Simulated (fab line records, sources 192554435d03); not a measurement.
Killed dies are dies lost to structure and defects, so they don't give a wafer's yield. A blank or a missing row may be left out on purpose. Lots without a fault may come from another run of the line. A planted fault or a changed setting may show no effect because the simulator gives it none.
fab line records | flow n5_finfet
record lots=7 wafers=39
route steps=1938 shown WELL_APT@26 FIN_SAQP@96 DUMMY_GATE@248 HKMG_FIN@397 BEOL_M0_SAQP@637 BEOL_M0@748 BEOL_M2@883 BEOL_M4@1021 BEOL_M6@1233 BEOL_M8@1371 BEOL_M10@1509 BEOL_M12@1643 BEOL_M15@1807 TV_OPEN@1890 PASSIVATION@1936
start_h: hours from the record's first day to the start of the lot's first wafer shown | wait_h: hours since the lot's step before | " the same as in the row above | L1.1+2: a row that stands for several wafers | - no value, or no start given | * or withheld: withheld | < > ~ a bound
route shown NAME@n: a module of which the file shows steps, and the number in the route of the first | usual: mean/standard deviation of fault-free wafers | same: alike in all rows | chamber/n: place in a boat | sites: the reading at each site | _std_site: their standard deviation | _edge_site: outer sites' mean less inner sites' | radius_mm: how far each site lies from the wafer's centre | mask NAME#n: copy n | behind: the tool/chamber that last shaped the wafer | hold: why the lot was held/for how many hours/how that ended | device: the transistor (n, p or np) that didn't switch | end of line: the same wafers' tests at the end of the route | a step without rows: its recipe alone | killed: dies lost to structure and defects at the first sort, not the wafer's yield | map: a wafer's dies, x killed, . not, _ none there
set.NAME: the setting as run; set.NAME@STEP: as run at that earlier step | model.NAME: the simulator's own value behind a step, which no gauge read
lots whose settings were changed on purpose; a table a step, a row a wafer
## steps
# step N5_WELL_APT_DEVELOP_07
# recipe develop_time_s=45 rinse_liquid=surfactant_rinse dry=air_spin dev_temp_c=21
# step N5_FIN_SAQP_HM_DEP_03
# recipe material=SiNx target_thk_a=380 temp_c=400 precursor=SiH4/NH3/N2 pressure_torr=1.5 rf_w=300 time_s=33.6
# step N5_DUMMY_GATE_ETCH_44
# recipe chemistry=HBr/O2 over_etch_frac=0.7 target_depth_a=1275 stop_on=SiO2 ion_energy_ev=60 bias_w=20 target=poly-Si mask_material=SiO2 pressure_mtorr=20 icp_w=400 HBr_flow_sccm=120 O2_flow_sccm=10
# step N5_HKMG_FIN_DEVELOP_48
# recipe develop_time_s=30 developer=TMAH resist=CAR-ArF rinse_liquid=diw dry=air_spin dev_temp_c=23
# step N5_BEOL_M0_SAQP_PECVD_97
# recipe material=SiNx target_thk_a=230 temp_c=350 precursor=SiH4/NH3/N2 pressure_torr=1.5 rf_w=300 time_s=19.9
# step N5_BEOL_M0_DEP_125
# recipe material=SiCN target_thk_a=80 temp_c=withheld precursor=3MS/NH3 pressure_torr=3 rf_w=202 time_s=14
# step N5_BEOL_M2_ETCHBACK_99
# recipe chemistry=CHF3 target=SiO2 target_depth_a=50 time_s=10.4 source_w=215 bias_w=47 Ar_flow_sccm=200 CHF3_flow_sccm=12 ion_energy_ev=100 pressure_mtorr=30
# step N5_BEOL_M4_ILD_DEP_00
# recipe material=SiOC target_thk_a=790 temp_c=350 precursor=DEMS/O2 pressure_torr=5 rf_w=500 time_s=15.3
# step N5_BEOL_M6_ETCH_66
# recipe chemistry=N2/H2 target=SOC target_depth_a=800 overetch_a=160 mask_material=SiARC temp_c=40 time_s=120 ion_energy_ev=200 pressure_mtorr=30 source_w=840 bias_w=150 n2_flow_sccm=200 h2_flow_sccm=200
# step N5_BEOL_M8_ETCH_66
# step N5_BEOL_M10_VIA_ETCH_34
# recipe chemistry=C4F6/O2 target=SiCOH_lowk target_depth_a=1845 mask_material=SOC taper_deg=4 time_s=69.2 ion_energy_ev=250 pressure_mtorr=30 source_w=345 bias_w=185 Ar_flow_sccm=300 C4F6_flow_sccm=10 O2_flow_sccm=10
# step N5_BEOL_M12_ETCH_38
# recipe chemistry=CF4/N2 target=SiCN target_depth_a=687 taper_deg=2 time_s=73.4 ion_energy_ev=150 mask_material=SiO2 pressure_mtorr=40 source_w=430 bias_w=70 Ar_flow_sccm=100 cf4_flow_sccm=60 n2_flow_sccm=60
# step N5_BEOL_M15_DESCUM_33
# recipe chemistry=O2 time_s=7.9 source_power_w=50 bias_power_w=20 pressure_mtorr=20 rf_frequency_hz=2.712e+07 temp_c=40 o2_flow_sccm=225
# step N5_PASSIVATION_ETCH_15
# recipe chemistry=CF4/N2 target=SiCN target_depth_a=750 taper_deg=2 time_s=81.2 ion_energy_ev=150 mask_material=SiNx pressure_mtorr=40 source_w=430 bias_w=70 Ar_flow_sccm=100 cf4_flow_sccm=60 n2_flow_sccm=60
# step N5_PASSIVATION_PROBE_49
# usual defect_limited_yield=91.0/1.5 killed_at_M4_up=15/5.5 sort_n_pass=1074/18 sort_yield_pct=91.0/1.5
# columns lot.wafer tool chamber start_h wait_h set.develop_time_s@WELL_APT_DEVELOP_07 set.time_s@FIN_SAQP_HM_DEP_03 set.target_depth_a@DUMMY_GATE_ETCH_44 set.develop_time_s@HKMG_FIN_DEVELOP_48 set.time_s@BEOL_M0_SAQP_PECVD_97 set.target_thk_a@BEOL_M0_DEP_125 set.time_s@BEOL_M2_ETCHBACK_99 set.time_s@BEOL_M4_ILD_DEP_00 set.target_depth_a@BEOL_M6_ETCH_66 set.target_depth_a@BEOL_M8_ETCH_66 set.time_s@BEOL_M10_VIA_ETCH_34 set.time_s@BEOL_M12_ETCH_38 set.time_s@BEOL_M15_DESCUM_33 set.target_depth_a@PASSIVATION_ETCH_15 defect_limited_yield[%] killed_at_M4_up sort_n_pass sort_yield_pct[%]
L077.1 prober-02 - 303.74 0.0 45 49.84 739 36.11 11.97 66.82 10.4 15.3 800 800 69.2 73.4 7.9 954.8 77.5 10 915 77.5
L077.2 prober-02 - 303.79 0.1 45 49.84 1275 30 19.9 66.82 10.4 15.3 800 800 69.2 73.4 7.9 750 91.9 13 1084 91.9
L077.3 prober-02 - 303.84 0.1 19.08 33.6 739 30 11.97 80 10.4 15.3 936.8 800 69.2 73.4 7.9 954.8 83.7 16 988 83.7
L077.4 prober-02 - 303.89 0.2 19.08 33.6 1275 30 19.9 66.82 10.4 11.59 936.8 800 69.2 73.4 7.9 954.8 91.4 21 1078 91.4
L077.5 prober-02 - 303.94 0.2 19.08 49.84 739 36.11 19.9 80 10.4 11.59 800 800 69.2 73.4 7.9 750 68.6 20 809 68.6
L077.6 prober-02 - 303.99 0.3 45 33.6 1275 36.11 11.97 80 10.4 11.59 936.8 800 69.2 73.4 7.9 750 91.6 19 1081 91.6
L074.1 prober-01 - 309.76 0.0 45 33.6 1995 30 19.9 80 10.4 15.3 1087 921.6 90.04 73.4 7.9 1127 91.8 16 1083 91.8
L074.2 prober-01 - 309.81 0.1 45 33.6 1275 30 19.9 80 10.4 7.188 800 800 69.2 73.4 7.9 1127 0 1082 0 0
L074.3 prober-01 - 309.86 0.1 45 33.6 1275 30 13.39 80 10.4 15.3 800 921.6 69.2 85.74 7.9 750 91.9 17 1084 91.9
L074.4 prober-01 - 309.91 0.2 45 33.6 1995 30 13.39 80 15.97 7.188 800 800 90.04 85.74 7.9 750 0 1098 0 0
L074.5 prober-01 - 309.96 0.2 45 33.6 1995 30 13.39 80 15.97 15.3 1087 800 69.2 73.4 7.9 750 91.9 20 1084 91.9
L074.6 prober-01 - 310.01 0.3 45 33.6 1275 30 19.9 80 15.97 7.188 1087 921.6 90.04 85.74 7.9 1127 0 1088 0 0
L080.1 prober-02 - 330.28 0.0 45 51.65 1975 30 27.16 80 10.4 15.3 800 956 69.2 117.1 7.9 1185 0.3 17 3 0.3
L080.2 prober-02 - 330.33 0.1 31.68 51.65 1275 30 27.16 80 16.12 15.3 800 956 53.13 73.4 7.9 750 0.1 17 1 0.1
L080.3 prober-02 - 330.38 0.1 45 33.6 1975 30 19.9 32.56 16.12 15.3 800 800 53.13 117.1 7.9 750 29.7 728 350 29.7
L080.4 prober-02 - 330.43 0.2 31.68 51.65 1275 30 19.9 32.56 16.12 8.987 800 956 69.2 73.4 7.9 1185 0 1082 0 0
L080.5 prober-02 - 330.48 0.2 45 33.6 1275 30 27.16 32.56 10.4 8.987 800 800 69.2 73.4 7.9 750 0 8 0 0
L080.6 prober-02 - 330.53 0.3 31.68 33.6 1975 30 19.9 80 10.4 8.987 800 800 53.13 117.1 7.9 1185 0 1087 0 0
L085.3 prober-01 - 369.23 0.1 45 33.6 1275 30 19.9 80 10.4 15.3 800 800 69.2 73.4 7.9 750 91.4 11 1079 91.4
L085.4 prober-01 - 369.28 0.2 45 33.6 1275 30 19.9 80 10.4 15.3 800 800 69.2 73.4 7.9 750 90.5 16 1068 90.5
L085.6 prober-01 - 369.38 0.3 45 33.6 1275 30 19.9 80 10.4 15.3 800 800 69.2 73.4 7.9 750 93.1 10 1098 93.1
L089.1 prober-01 - 409.52 0.0 68.44 48.05 1275 30 13.18 80 10.4 10.36 800 419.6 85.63 56.41 7.9 750 12.3 916 145 12.3
L089.2 prober-01 - 409.57 0.1 45 48.05 1275 30 19.9 80 15.08 15.3 800 800 85.63 73.4 7.9 750 91.1 19 1075 91.1
L089.3 prober-01 - 409.62 0.1 45 33.6 1275 34.7 19.9 80 15.08 10.36 800 800 85.63 73.4 6.035 750 12.3 906 145 12.3
L089.4 prober-01 - 409.67 0.2 68.44 33.6 1997 30 13.18 80 10.4 15.3 800 800 69.2 56.41 6.035 750 90.5 8 1068 90.5
L089.5 prober-01 - 409.72 0.2 45 48.05 1997 34.7 13.18 80 15.08 15.3 800 419.6 69.2 56.41 7.9 750 78.4 173 925 78.4
L089.6 prober-01 - 409.77 0.3 68.44 33.6 1997 34.7 19.9 80 10.4 10.36 800 419.6 69.2 73.4 6.035 750 12.1 917 143 12.1
L090.1 prober-01 - 410.71 0.0 65.5 33.6 1681 30 19.9 63.18 5.241 15.3 438.1 1122 69.2 108.1 7.9 750 63.9 76 754 63.9
L090.2 prober-01 - 410.76 0.1 45 33.6 1275 30 14.99 80 5.241 15.3 438.1 800 69.2 73.4 7.9 597.9 71.6 20 845 71.6
L090.3 prober-01 - 410.81 0.1 45 33.6 1681 30 19.9 80 10.4 15.3 438.1 1122 79.7 73.4 7.9 750 77.7 184 917 77.7
L090.4 prober-01 - 410.86 0.2 45 33.6 1681 30 14.99 63.18 10.4 15.3 800 800 79.7 108.1 7.9 597.9 56.4 6 665 56.4
L090.5 prober-01 - 410.91 0.2 65.5 33.6 1275 30 14.99 80 5.241 15.3 800 1122 79.7 108.1 7.9 597.9 84.8 14 1001 84.8
L090.6 prober-01 - 410.96 0.3 65.5 33.6 1275 30 19.9 63.18 10.4 15.3 800 800 69.2 73.4 7.9 750 92.7 15 1094 92.7
L094.1 prober-01 - 419.52 0.0 45 27.12 1275 43.52 19.9 114.9 10.4 9.568 800 800 69.2 92.59 7.9 750 0 1101 0 0
L094.2 prober-01 - 419.57 0.1 23.21 27.12 1275 30 8.446 114.9 10.4 15.3 800 630.9 69.2 73.4 7.9 750 91.1 22 1075 91.1
L094.3 prober-01 - 419.62 0.1 45 27.12 1022 30 8.446 80 10.4 15.3 800 630.9 82.95 92.59 5.824 750 90.1 29 1063 90.1
L094.4 prober-01 - 419.67 0.2 23.21 33.6 1022 43.52 8.446 80 8.698 9.568 800 800 82.95 92.59 5.824 750 0 1098 0 0
L094.5 prober-01 - 419.72 0.2 23.21 33.6 1275 30 19.9 80 8.698 9.568 800 630.9 69.2 73.4 5.824 750 0 1116 0 0
L094.6 prober-01 - 419.77 0.3 45 33.6 1022 43.52 19.9 114.9 8.698 15.3 800 800 82.95 73.4 7.9 750 89.8 30 1060 89.8
# killed by level:class
L077.1 DUMMY_GATE:area_etch=166 MOL_CONTACT_COAG:geometric_particle:open=14 BEOL_M3:geometric_particle:open=14 DUMMY_GATE:geometric_particle:open=6 STI_FIN_REVEAL:geometric_particle:open=5 BEOL_M0:geometric_particle:open=5 BEOL_M4:geometric_particle:open=5 MOL_CONTACT_COAG:geometric_particle:short=4
L077.2 BEOL_M3:geometric_particle:open=8 STI_FIN_REVEAL:geometric_particle:open=7 BEOL_M0:geometric_particle:open=7 FIN_SAQP:geometric_particle:open=6 BEOL_M2:geometric_particle:open=6 MOL_CONTACT_COAG:geometric_particle:open=5 STARTING-WAFER:geometric_particle:short=5 ILD0:geometric_particle:open=4
L077.3 DUMMY_GATE:area_etch=77 BEOL_M3:geometric_particle:open=22 DUMMY_GATE:geometric_particle:open=9 MOL_CONTACT_COAG:geometric_particle:open=8 BEOL_M0:geometric_particle:open=8 BEOL_M3:geometric_particle:short=8 BEOL_M1:geometric_particle:open=7 GATE_CUT:geometric_particle:open=5
L077.4 BEOL_M4:geometric_particle:open=14 BEOL_M0_SAQP:geometric_particle:open=9 FIN_SAQP:geometric_particle:open=7 MOL_CONTACT_COAG:geometric_particle:open=6 BEOL_M0_SAQP:geometric_particle:short=5 BEOL_M0:geometric_particle:open=5 BEOL_M2:geometric_particle:open=5 DUMMY_GATE:geometric_particle:open=4
L077.5 DUMMY_GATE:area_etch=281 BEOL_M4:geometric_particle:open=10 BEOL_M3:geometric_particle:open=8 DUMMY_GATE:geometric_particle:open=7 BEOL_M0:geometric_particle:open=6 FIN_SAQP:geometric_particle:open=5 MOL_CONTACT_COAG:geometric_particle:open=5 BEOL_M2:geometric_particle:open=5
L077.6 BEOL_M3:geometric_particle:open=9 FIN_SAQP:geometric_particle:open=8 BEOL_M4:geometric_particle:open=8 BEOL_M1:geometric_particle:open=6 BEOL_M0_SAQP:geometric_particle:short=6 BEOL_M0:geometric_particle:open=6 DUMMY_GATE:geometric_particle:open=5 MOL_CONTACT_COAG:geometric_particle:open=4
L074.1 BEOL_M2:geometric_particle:open=9 STI_FIN_REVEAL:geometric_particle:open=7 MOL_CONTACT_COAG:geometric_particle:open=7 BEOL_M4:geometric_particle:open=7 BEOL_M3:geometric_particle:open=7 BEOL_M1:geometric_particle:short=6 FIN_SAQP:geometric_particle:open=5 BEOL_M0_SAQP:geometric_particle:short=5
L074.2 BEOL_M4:area_dep=1064 BEOL_M3:geometric_particle:open=13 BEOL_M1:geometric_particle:open=10 BEOL_M4:geometric_particle:open=10 FIN_SAQP:geometric_particle:open=8 MOL_CONTACT_COAG:geometric_particle:open=7 BEOL_M0_SAQP:geometric_particle:short=7 BEOL_M1:geometric_particle:short=7
L074.3 MOL_CONTACT_COAG:geometric_particle:open=10 ILD0:geometric_particle:open=9 FIN_SAQP:geometric_particle:open=8 BEOL_M2:geometric_particle:open=8 BEOL_M3:geometric_particle:open=8 BEOL_M0_SAQP:geometric_particle:short=5 BEOL_M1:geometric_particle:open=4 BEOL_M1:geometric_particle:short=4
L074.4 BEOL_M4:area_dep=1078 BEOL_M2:geometric_particle:open=11 STI_FIN_REVEAL:geometric_particle:open=10 BEOL_M3:geometric_particle:open=10 BEOL_M4:geometric_particle:open=9 BEOL_M0_SAQP:geometric_particle:open=7 BEOL_M1:geometric_particle:open=6 MOL_CONTACT_COAG:geometric_particle:open=5
L074.5 BEOL_M3:geometric_particle:open=11 STI_FIN_REVEAL:geometric_particle:open=8 BEOL_M2:geometric_particle:open=8 MOL_CONTACT_COAG:geometric_particle:open=6 FIN_SAQP:geometric_particle:short=5 BEOL_M0_SAQP:geometric_particle:open=5 BEOL_M0_SAQP:geometric_particle:short=4 BEOL_M1:geometric_particle:short=4
L074.6 BEOL_M4:area_dep=1068 STI_FIN_REVEAL:geometric_particle:open=19 BEOL_M0_SAQP:geometric_particle:open=9 BEOL_M2:geometric_particle:open=8 BEOL_M5:geometric_particle:open=7 BEOL_M0_SAQP:geometric_particle:short=6 BEOL_M3:geometric_particle:open=6 FIN_SAQP:geometric_particle:short=5
L080.1 BEOL_M0_SAQP:area_pecvd=1094 BEOL_M4:geometric_particle:open=10 BEOL_M0_SAQP:geometric_particle:short=8 MOL_CONTACT_COAG:geometric_particle:open=7 BEOL_M2:geometric_particle:open=6 STARTING-WAFER:geometric_particle:open=6 FIN_SAQP:geometric_particle:open=4 BEOL_M0_SAQP:geometric_particle:open=4
L080.2 BEOL_M0_SAQP:area_pecvd=1079 STI_FIN_REVEAL:geometric_particle:open=14 BEOL_M4:geometric_particle:open=11 MOL_CONTACT_COAG:geometric_particle:open=8 BEOL_M2:geometric_particle:open=8 BEOL_M0_SAQP:geometric_particle:open=6 FIN_SAQP:geometric_particle:open=5 BEOL_M0:geometric_particle:open=4
L080.3 BEOL_M10:area_etch=713 FIN_SAQP:geometric_particle:short=10 BEOL_M3:geometric_particle:open=8 DUMMY_GATE:geometric_particle:open=8 MOL_CONTACT_COAG:geometric_particle:open=8 BEOL_M4:geometric_particle:open=8 FIN_SAQP:geometric_particle:open=7 ILD0:geometric_particle:open=6
L080.4 BEOL_M4:area_dep=1061 BEOL_M4:geometric_particle:open=17 MOL_CONTACT_COAG:geometric_particle:open=11 BEOL_M0_SAQP:geometric_particle:short=11 BEOL_M2:geometric_particle:open=8 BEOL_M0_SAQP:geometric_particle:open=7 FIN_SAQP:geometric_particle:short=6 STI_FIN_REVEAL:geometric_particle:open=6
L080.5 BEOL_M0_SAQP:area_pecvd=1075 FIN_SAQP:geometric_particle:open=11 STI_FIN_REVEAL:geometric_particle:open=9 MOL_CONTACT_COAG:geometric_particle:open=9 DUMMY_GATE:geometric_particle:open=7 BEOL_M3:geometric_particle:open=7 FIN_SAQP:geometric_particle:short=6 GATE_CUT:geometric_particle:short=5
L080.6 BEOL_M4:area_dep=1077 FIN_SAQP:geometric_particle:open=13 BEOL_M2:geometric_particle:open=11 BEOL_M0_SAQP:geometric_particle:open=8 FIN_SAQP:geometric_particle:short=7 DUMMY_GATE:geometric_particle:open=6 MOL_CONTACT_COAG:geometric_particle:open=6 BEOL_M3:geometric_particle:open=5
L085.3 MOL_CONTACT_COAG:geometric_particle:open=12 BEOL_M2:geometric_particle:open=12 FIN_SAQP:geometric_particle:open=9 BEOL_M0_SAQP:geometric_particle:short=6 BEOL_M4:geometric_particle:open=5 STI_FIN_REVEAL:geometric_particle:open=4 DUMMY_GATE:geometric_particle:open=4 BEOL_M0_SAQP:geometric_particle:open=4
L085.4 BEOL_M2:geometric_particle:open=16 MOL_CONTACT_COAG:geometric_particle:open=14 FIN_SAQP:geometric_particle:open=8 GATE_CUT:geometric_particle:open=6 BEOL_M0:geometric_particle:open=6 STARTING-WAFER:geometric_particle:short=5 FIN_SAQP:geometric_particle:short=4 BEOL_M0:geometric_particle:short=4
L085.6 BEOL_M0_SAQP:geometric_particle:open=8 BEOL_M2:geometric_particle:open=7 MOL_CONTACT_COAG:geometric_particle:open=6 BEOL_M0:geometric_particle:open=6 BEOL_M4:geometric_particle:short=6 FIN_SAQP:geometric_particle:open=5 BEOL_M0_SAQP:geometric_particle:short=4 DUMMY_GATE:geometric_particle:open=3
L089.1 BEOL_M4:area_dep=906 FIN_SAQP:geometric_particle:open=23 BEOL_M0_SAQP:geometric_particle:short=18 BEOL_M0_SAQP:geometric_particle:open=13 FIN_SAQP:geometric_particle:short=11 BEOL_M4:geometric_particle:open=8 MOL_CONTACT_COAG:geometric_particle:open=7 BEOL_M2:geometric_particle:open=6
L089.2 BEOL_M0_SAQP:geometric_particle:open=16 BEOL_M0_SAQP:geometric_particle:short=11 FIN_SAQP:geometric_particle:open=10 BEOL_M4:geometric_particle:open=7 GATE_CUT:geometric_particle:short=5 DUMMY_GATE:geometric_particle:open=5 MOL_CONTACT_COAG:geometric_particle:open=5 BEOL_M2:geometric_particle:open=4
L089.3 BEOL_M4:area_dep=887 FIN_SAQP:geometric_particle:open=27 BEOL_M0_SAQP:geometric_particle:open=19 BEOL_M2:geometric_particle:open=17 FIN_SAQP:geometric_particle:short=13 BEOL_M0_SAQP:geometric_particle:short=12 BEOL_M1:geometric_particle:open=8 BEOL_M4:geometric_particle:open=8
L089.4 FIN_SAQP:geometric_particle:open=20 BEOL_M0_SAQP:geometric_particle:open=13 HKMG_FIN:area_etch=10 BEOL_M1:geometric_particle:open=8 FIN_SAQP:geometric_particle:short=7 MOL_CONTACT_COAG:geometric_particle:open=7 DUMMY_GATE:geometric_particle:open=6 BEOL_M0_SAQP:geometric_particle:short=6
L089.5 BEOL_M8:area_etch=148 BEOL_M4:geometric_particle:open=14 FIN_SAQP:geometric_particle:open=11 FIN_SAQP:geometric_particle:short=10 BEOL_M1:geometric_particle:open=8 BEOL_M0_SAQP:geometric_particle:open=6 STI_FIN_REVEAL:geometric_particle:open=5 DUMMY_GATE:geometric_particle:open=5
L089.6 BEOL_M4:area_dep=872 BEOL_M8:area_etch=29 FIN_SAQP:geometric_particle:open=15 BEOL_M0_SAQP:geometric_particle:open=14 HKMG_FIN:area_etch=14 BEOL_M0_SAQP:geometric_particle:short=13 BEOL_M1:geometric_particle:open=12 FIN_SAQP:geometric_particle:short=8
L090.1 BEOL_M2:area_etchback=265 BEOL_M6:area_etch=59 MOL_CONTACT_COAG:geometric_particle:open=14 DUMMY_GATE:geometric_particle:open=9 BEOL_M0_SAQP:geometric_particle:short=9 BEOL_M0_SAQP:geometric_particle:open=9 BEOL_M2:geometric_particle:open=6 BEOL_M4:geometric_particle:open=5
L090.2 BEOL_M2:area_etchback=221 TV_OPEN:area_etch=12 MOL_CONTACT_COAG:geometric_particle:open=10 BEOL_M0_SAQP:geometric_particle:open=8 DUMMY_GATE:geometric_particle:open=7 BEOL_M4:geometric_particle:open=7 GATE_CUT:geometric_particle:open=6 BEOL_M0_SAQP:geometric_particle:short=6
L090.3 BEOL_M6:area_etch=171 MOL_CONTACT_COAG:geometric_particle:open=10 FIN_SAQP:geometric_particle:open=7 BEOL_M4:geometric_particle:open=6 BEOL_M2:geometric_particle:open=6 BEOL_M0_SAQP:geometric_particle:short=5 BEOL_M0_SAQP:geometric_particle:open=5 BEOL_M3:geometric_particle:open=4
L090.4 TV_OPEN:area_etch=422 BEOL_M0_SAQP:geometric_particle:short=9 FIN_SAQP:geometric_particle:open=8 BEOL_M3:geometric_particle:open=8 BEOL_M1:geometric_particle:open=8 BEOL_M0_SAQP:geometric_particle:open=7 BEOL_M2:geometric_particle:open=7 MOL_CONTACT_COAG:geometric_particle:short=6
L090.5 BEOL_M2:area_etchback=38 MOL_CONTACT_COAG:geometric_particle:open=23 BEOL_M3:geometric_particle:open=12 STI_FIN_REVEAL:geometric_particle:open=11 BEOL_M0_SAQP:geometric_particle:short=10 BEOL_M2:geometric_particle:open=9 BEOL_M2:geometric_particle:short=8 BEOL_M0_SAQP:geometric_particle:open=7
L090.6 BEOL_M2:geometric_particle:open=13 BEOL_M0_SAQP:geometric_particle:short=12 BEOL_M3:geometric_particle:open=7 MOL_CONTACT_COAG:geometric_particle:open=6 FIN_SAQP:geometric_particle:open=5 STI_FIN_REVEAL:geometric_particle:open=5 BEOL_M4:geometric_particle:open=4 BEOL_M1:geometric_particle:short=3
L094.1 BEOL_M4:area_dep=1080 MOL_CONTACT_COAG:geometric_particle:open=19 BEOL_M0_SAQP:geometric_particle:short=8 BEOL_M4:geometric_particle:open=8 BEOL_M0_SAQP:geometric_particle:open=6 BEOL_M5:geometric_particle:open=6 FIN_SAQP:geometric_particle:short=5 MOL_CONTACT_COAG:geometric_particle:short=5
L094.2 MOL_CONTACT_COAG:geometric_particle:open=17 STI_FIN_REVEAL:geometric_particle:open=10 BEOL_M3:geometric_particle:open=10 BEOL_M4:geometric_particle:open=9 HKMG_FIN:area_etch=6 MOL_CONTACT_COAG:geometric_particle:short=5 FIN_SAQP:geometric_particle:open=4 BEOL_M0_SAQP:geometric_particle:open=4
L094.3 BEOL_M4:geometric_particle:open=16 MOL_CONTACT_COAG:geometric_particle:open=15 HKMG_FIN:area_etch=11 BEOL_M0_SAQP:geometric_particle:short=6 BEOL_M3:geometric_particle:open=6 STI_FIN_REVEAL:geometric_particle:open=5 STARTING-WAFER:geometric_particle:open=5 BEOL_M1:geometric_particle:short=4
L094.4 BEOL_M4:area_dep=1082 STI_FIN_REVEAL:geometric_particle:open=9 BEOL_M4:geometric_particle:open=9 BEOL_M0_SAQP:geometric_particle:open=8 BEOL_M0_SAQP:geometric_particle:short=6 STARTING-WAFER:geometric_particle:short=6 FIN_SAQP:geometric_particle:open=5 FIN_SAQP:geometric_particle:short=5
L094.5 BEOL_M4:area_dep=1097 GATE_CUT:geometric_particle:short=8 BEOL_M0_SAQP:geometric_particle:short=6 MOL_CONTACT_COAG:geometric_particle:open=6 BEOL_M4:geometric_particle:open=6 FIN_SAQP:geometric_particle:open=5 BEOL_M0:geometric_particle:open=5 STI_FIN_REVEAL:geometric_particle:open=4
L094.6 BEOL_M4:geometric_particle:open=14 MOL_CONTACT_COAG:geometric_particle:open=11 BEOL_M1:geometric_particle:open=7 BEOL_M4:geometric_particle:short=7 MOL_CONTACT_COAG:geometric_particle:short=6 FIN_SAQP:geometric_particle:open=5 FIN_SAQP:geometric_particle:short=5 BEOL_M0_SAQP:geometric_particle:open=5
## key
split step=N5_WELL_APT_DEVELOP_07 setting=develop_time_s stated_as=45
response none clear
split step=N5_FIN_SAQP_HM_DEP_03 setting=time_s stated_as=33.6
response none clear
split step=N5_DUMMY_GATE_ETCH_44 setting=target_depth_a stated_as=1275
response none clear
split step=N5_HKMG_FIN_DEVELOP_48 setting=develop_time_s stated_as=30
response none clear
split step=N5_BEOL_M0_SAQP_PECVD_97 setting=time_s stated_as=19.9
response none clear
split step=N5_BEOL_M0_DEP_125 setting=target_thk_a stated_as=80
response none clear
split step=N5_BEOL_M2_ETCHBACK_99 setting=time_s stated_as=10.4
response none clear
split step=N5_BEOL_M4_ILD_DEP_00 setting=time_s stated_as=15.3
response step=N5_PASSIVATION_PROBE_49 reading=killed_at_M4_up slope=-19.3 per=1% together_with=all explained=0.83
response step=N5_PASSIVATION_PROBE_49 reading=sort_n_pass slope=+16.5 per=1% together_with=all explained=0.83
response step=N5_PASSIVATION_PROBE_49 reading=sort_yield_pct slope=+1.4 per=1% together_with=all explained=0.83
response step=N5_PASSIVATION_PROBE_49 reading=defect_limited_yield slope=+1.4 per=1% together_with=all explained=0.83
split step=N5_BEOL_M6_ETCH_66 setting=target_depth_a stated_as=800
response none clear
split step=N5_BEOL_M8_ETCH_66 setting=target_depth_a stated_as=800
response none clear
split step=N5_BEOL_M10_VIA_ETCH_34 setting=time_s stated_as=69.2
response none clear
split step=N5_BEOL_M12_ETCH_38 setting=time_s stated_as=73.4
response none clear
split step=N5_BEOL_M15_DESCUM_33 setting=time_s stated_as=7.9
response none clear
split step=N5_PASSIVATION_ETCH_15 setting=target_depth_a stated_as=750
response none clear
